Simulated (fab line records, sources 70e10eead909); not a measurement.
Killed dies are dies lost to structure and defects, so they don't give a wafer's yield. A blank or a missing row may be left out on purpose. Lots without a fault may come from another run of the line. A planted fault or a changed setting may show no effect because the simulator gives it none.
Which tool did it? | flow nand_harc | 6 lots, 18 wafers sampled, at 2 steps of a route of 1302

WHAT THE GAUGES READ, wafer by wafer
NHARC_P_GATE_CD_MEAS_33.
lot  | measured     | on        | cd_nm (nm)
L749 | day 5 19:20  | cd_sem-03 | 118.6 120.9 120.2
L754 | day 8 03:03  | cd_sem-01 | 124.6 119.5 123.8
L756 | day 9 01:56  | cd_sem-02 | 120.7 119.1 118.2
L759 | day 10 04:52 | cd_sem-02 | 122.6 121.3 121.2
L768 | day 14 03:05 | cd_sem-01 | 120.4 118.1 123.7
L770 | day 14 14:54 | cd_sem-03 | 119.8 119.7 117.7

WHICH TOOL RAN EACH LOT (tool, then ch and the chambers of the sampled wafers, then the start)
lot  | NHARC_P_GATE_ETCH_32
L749 | rie_si-04 ch 1,2, day 5 19:00
L754 | rie_si-03 ch 1,2, day 8 02:43
L756 | rie_si-03 ch 2,3, day 9 01:35
L759 | rie_si-06 ch 1,2,3, day 10 04:33
L768 | rie_si-06 ch 0,1,3, day 14 02:46
L770 | rie_si-06 ch 2,3, day 14 14:35
- NHARC_P_GATE_ETCH_32: etches the open film in HBr/Cl2, target depth 150 nm, time 100.1 s.

THE ANSWER, worked out from the rows above alone
Rule: what is usual is taken from the lots themselves. Put in order of their means at a reading, lots are off if they are a third of the lots or fewer, leave a main group of 4 or more, and stand apart from it by a gap of 3 or more times the standard deviation of the main group's means; of several such gaps the widest counts. A main group whose means are all the same, to the digits that the tables above print for the reading, isn't used. A lot without any number at a reading at which 4 lots or more have one is off too. The other lots that the step has rows for count as sound.
No lot is off at any reading shown: from this, nothing can be told.

WHAT THE SIMULATOR HAD PUT IN
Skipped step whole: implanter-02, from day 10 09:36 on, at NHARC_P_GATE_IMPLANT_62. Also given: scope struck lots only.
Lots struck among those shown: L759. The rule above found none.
